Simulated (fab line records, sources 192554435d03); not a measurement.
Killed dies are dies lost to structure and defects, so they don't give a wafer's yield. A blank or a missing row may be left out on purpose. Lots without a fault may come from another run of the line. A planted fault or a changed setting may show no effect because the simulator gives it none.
Tool commonality check | flow n5_finfet | 13 lots, 35 wafers sampled

WHY IT WAS OPENED
At N5_BEOL_M15_CD_MEAS_28 the reading cd_nm is flagged on 2 of 13 lots. Wafers without a fault read 408.8 nm, standard deviation 2.3.
Rule: a lot is flagged when every wafer of it that has a number lies more than 4 standard deviations from that mean, or none has a number. The other lots count as sound.

lot  | measured     | on        | cd_nm (nm), wafer by wafer | flag
L213 | day 12 06:41 | cd_sem-03 | 408.7 411.2                |
L215 | day 12 18:44 | cd_sem-02 | 405.7 408.1 411.0          |
L218 | day 12 18:47 | cd_sem-03 | 409.1 406.2                |
L216 | day 12 19:07 | cd_sem-01 | 408.8 408.1                |
L217 | day 12 22:38 | cd_sem-03 | 405.3 408.5                |
L221 | day 14 01:04 | cd_sem-03 | 408.6 415.9 411.7          |
L222 | day 14 07:49 | cd_sem-02 | 407.2 412.4 407.7          |
L224 | day 14 12:39 | cd_sem-02 | 410.8 407.8 407.6          |
L223 | day 15 02:53 | cd_sem-02 | 409.7 410.9 409.9          |
L225 | day 15 03:41 | cd_sem-02 | 409.6 406.5 410.7          |
L231 | day 16 14:49 | cd_sem-02 | 395.1 397.0 396.1          | FLAGGED
L232 | day 17 03:40 | cd_sem-03 | 407.9 408.9 404.1          |
L235 | day 17 03:56 | cd_sem-03 | 397.6 395.1 398.0          | FLAGGED
The numbers of the flagged lots are 396.5 nm on average: -12.3 nm against the usual, or -5 standard deviations.

WHICH TOOL RAN EACH LOT
The record holds 1 process step before the reading, out of a route of 1938 steps. In each cell: the tool, then ch and the chambers that the sampled wafers went through, then the start.
lot  | flag    | N5_BEOL_M15_PEB_26
L213 |         | litho_track-01 ch 0, day 12 06:34
L215 |         | litho_track-01 ch 0, day 12 18:38
L218 |         | litho_track-02 ch 0, day 12 18:40
L216 |         | litho_track-01 ch 0, day 12 18:59
L217 |         | litho_track-05 ch 0, day 12 22:31
L221 |         | litho_track-01 ch 0, day 14 00:58
L222 |         | litho_track-05 ch 0, day 14 07:43
L224 |         | litho_track-02 ch 0, day 14 12:32
L223 |         | litho_track-01 ch 0, day 15 02:46
L225 |         | litho_track-05 ch 0, day 15 03:34
L231 | FLAGGED | litho_track-02 ch 0, day 16 14:43
L232 |         | litho_track-05 ch 0, day 17 03:33
L235 | FLAGGED | litho_track-02 ch 0, day 17 03:49
What these steps do:
- N5_BEOL_M15_PEB_26: peb time 90 s.
- N5_BEOL_M15_CD_MEAS_28: target cd 407.6 nm.

FLAGGED OVER TOTAL, TOOL BY TOOL (the gauges that took the reading come last)
step                   | tool           | lots run | flagged | share of the flagged lots | sound lots run after its first flagged lot
N5_BEOL_M15_PEB_26     | litho_track-01 | 5        | 0       | none                      | -
N5_BEOL_M15_PEB_26     | litho_track-02 | 4        | 2       | all                       | 0
N5_BEOL_M15_PEB_26     | litho_track-05 | 4        | 0       | none                      | -
N5_BEOL_M15_CD_MEAS_28 | cd_sem-01      | 1        | 0       | none                      | -
N5_BEOL_M15_CD_MEAS_28 | cd_sem-02      | 6        | 1       | some                      | 0
N5_BEOL_M15_CD_MEAS_28 | cd_sem-03      | 6        | 1       | some                      | 0

WHAT THE TABLE ALLOWS
1 row of the table ran every flagged lot: litho_track-02 at N5_BEOL_M15_PEB_26.
- litho_track-02 at N5_BEOL_M15_PEB_26: 2 of its 4 lots flagged. Its last sound lot is L224 (day 14 12:32), its first flagged lot L231 (day 16 14:43): a fault that began between those two fits. Its own readings lie more than 4 standard deviations out on every wafer of the flagged lots: heater_power_total_W, plate_temp_C.
One tool is left: litho_track-02 at N5_BEOL_M15_PEB_26.

WHAT THE SIMULATOR HAD PUT IN
Process parameter drift: litho_track-02, from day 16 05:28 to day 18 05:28, at N5_BEOL_M15_PEB_26. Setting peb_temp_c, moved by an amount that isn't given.
Lots struck among those shown: L231, L235. The rule above found the same.
